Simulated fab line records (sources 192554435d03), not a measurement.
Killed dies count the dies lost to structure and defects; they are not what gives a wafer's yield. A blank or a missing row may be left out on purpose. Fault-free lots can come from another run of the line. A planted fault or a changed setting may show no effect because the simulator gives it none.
Matching of chambers :: flow n5 finfet :: 3 sister chambers for N5_BEOL_M9_CURE_71 on uv cure-03
The step cures SiCOH lowk, time 240 s. 33 wafers are shown with their chamber, then 12 later ones without.

EACH WAFER AND ITS CHAMBER
wafer: L074.3
chamber: 1
wafer_temp_C_max: 386.0
lamp power pct (%): 52.33

wafer: L074.4
chamber: 1
wafer_temp_C_max: 386.3
lamp power pct (%): 52.40

wafer: L074.5
chamber: 1
wafer_temp_C_max: 386.4
lamp power pct (%): 52.30

wafer: L075.3
chamber: 0
wafer_temp_C_max: 388.9
lamp power pct (%): 52.26

wafer: L075.4
chamber: 0
wafer_temp_C_max: 388.1
lamp power pct (%): 52.31

wafer: L075.6
chamber: 0
wafer_temp_C_max: 389.3
lamp power pct (%): 52.35

wafer: L078.1
chamber: 1
wafer_temp_C_max: 386.6
lamp power pct (%): 52.29

wafer: L078.2
chamber: 1
wafer_temp_C_max: 387.1
lamp power pct (%): 52.32

wafer: L078.4
chamber: 1
wafer_temp_C_max: 386.3
lamp power pct (%): 52.39

wafer: L078.3
chamber: 1
wafer_temp_C_max: 386.6
lamp power pct (%): 52.24

wafer: L078.5
chamber: 1
wafer_temp_C_max: 386.4
lamp power pct (%): 52.33

wafer: L078.6
chamber: 1
wafer_temp_C_max: 387.0
lamp power pct (%): 52.29

wafer: L081.2
chamber: 2
wafer_temp_C_max: 387.0
lamp power pct (%): 52.47

wafer: L081.4
chamber: 2
wafer_temp_C_max: 388.3
lamp power pct (%): 52.27

wafer: L081.6
chamber: 2
wafer_temp_C_max: 387.3
lamp power pct (%): 52.43

wafer: L080.2
chamber: 1
wafer_temp_C_max: 386.2
lamp power pct (%): 52.20

wafer: L080.5
chamber: 1
wafer_temp_C_max: 386.3
lamp power pct (%): 52.27

wafer: L080.6
chamber: 1
wafer_temp_C_max: 386.4
lamp power pct (%): 52.31

wafer: L084.1
chamber: 0
wafer_temp_C_max: 387.8
lamp power pct (%): 52.27

wafer: L084.4
chamber: 0
wafer_temp_C_max: 387.3
lamp power pct (%): 52.31

wafer: L084.5
chamber: 0
wafer_temp_C_max: 387.5
lamp power pct (%): 52.22

wafer: L088.1
chamber: 1
wafer_temp_C_max: 387.1
lamp power pct (%): 52.38

wafer: L088.2
chamber: 1
wafer_temp_C_max: 387.1
lamp power pct (%): 52.29

wafer: L088.3
chamber: 1
wafer_temp_C_max: 386.7
lamp power pct (%): 52.30

wafer: L090.2
chamber: 1
wafer_temp_C_max: 386.3
lamp power pct (%): 52.35

wafer: L090.3
chamber: 1
wafer_temp_C_max: 386.1
lamp power pct (%): 52.18

wafer: L090.6
chamber: 1
wafer_temp_C_max: 386.5
lamp power pct (%): 52.26

wafer: L092.1
chamber: 1
wafer_temp_C_max: 386.6
lamp power pct (%): 52.36

wafer: L092.4
chamber: 1
wafer_temp_C_max: 386.4
lamp power pct (%): 52.30

wafer: L092.5
chamber: 1
wafer_temp_C_max: 386.2
lamp power pct (%): 52.30

wafer: L092.2
chamber: 1
wafer_temp_C_max: 386.1
lamp power pct (%): 52.23

wafer: L092.3
chamber: 1
wafer_temp_C_max: 386.0
lamp power pct (%): 52.35

wafer: L092.6
chamber: 1
wafer_temp_C_max: 386.1
lamp power pct (%): 52.34

SIGNATURES, as means of the wafers listed above
reading: wafer_temp_C_max
chamber 0: 388.150
chamber 1: 386.450
chamber 2: 387.533
scatter within a chamber: 0.475

reading: lamp power pct
chamber 0: 52.2867
chamber 1: 52.3046
chamber 2: 52.3900
scatter within a chamber: 0.0592
Rule: a wafer lies at a distance from a chamber equal to the root of the sum of squares, over the readings, of (its reading less the chamber's mean, divided by the reading's scatter). If the next closest chamber is less than 2 further off than the closest, the wafer can't be placed; otherwise it belongs to the closest. The scatter: take each reading less its chamber's mean, square it, sum over the shown wafers, divide by the number of wafers less the number of chambers, and take the root.

WAFERS WHOSE CHAMBER IS MISSING
wafer: L097.2
wafer_temp_C_max: 387.9
lamp power pct (%): 52.41

wafer: L097.3
wafer_temp_C_max: 388.2
lamp power pct (%): 52.33

wafer: L097.5
wafer_temp_C_max: 388.2
lamp power pct (%): 52.42

wafer: L094.1
wafer_temp_C_max: 387.9
lamp power pct (%): 52.27

wafer: L094.4
wafer_temp_C_max: 388.6
lamp power pct (%): 52.27

wafer: L094.5
wafer_temp_C_max: 388.2
lamp power pct (%): 52.33

wafer: L096.1
wafer_temp_C_max: 388.3
lamp power pct (%): 52.27

wafer: L096.3
wafer_temp_C_max: 387.7
lamp power pct (%): 52.22

wafer: L096.6
wafer_temp_C_max: 386.4
lamp power pct (%): 52.32

wafer: L095.1
wafer_temp_C_max: 388.4
lamp power pct (%): 52.27

wafer: L095.3
wafer_temp_C_max: 388.0
lamp power pct (%): 52.36

wafer: L095.5
wafer_temp_C_max: 388.1
lamp power pct (%): 52.24

WHICH CHAMBER EACH WENT THROUGH
wafer: L097.2
from the rows above: can't be placed: 2 or 0
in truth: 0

wafer: L097.3
from the rows above: can't be placed: 0 or 2
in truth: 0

wafer: L097.5
from the rows above: can't be placed: 2 or 0
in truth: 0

wafer: L094.1
from the rows above: can't be placed: 0 or 2
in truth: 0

wafer: L094.4
from the rows above: 0
in truth: 0

wafer: L094.5
from the rows above: can't be placed: 0 or 2
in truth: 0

wafer: L096.1
from the rows above: 0
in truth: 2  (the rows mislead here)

wafer: L096.3
from the rows above: can't be placed: 0 or 2 or 1
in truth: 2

wafer: L096.6
from the rows above: 1
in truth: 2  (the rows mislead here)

wafer: L095.1
from the rows above: 0
in truth: 0

wafer: L095.3
from the rows above: can't be placed: 2 or 0
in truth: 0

wafer: L095.5
from the rows above: 0
in truth: 0
3 of 12 placed correctly. From these rows, 7 cannot be placed; in 7 the true chamber is one of the candidates. Placed wrongly: 2.
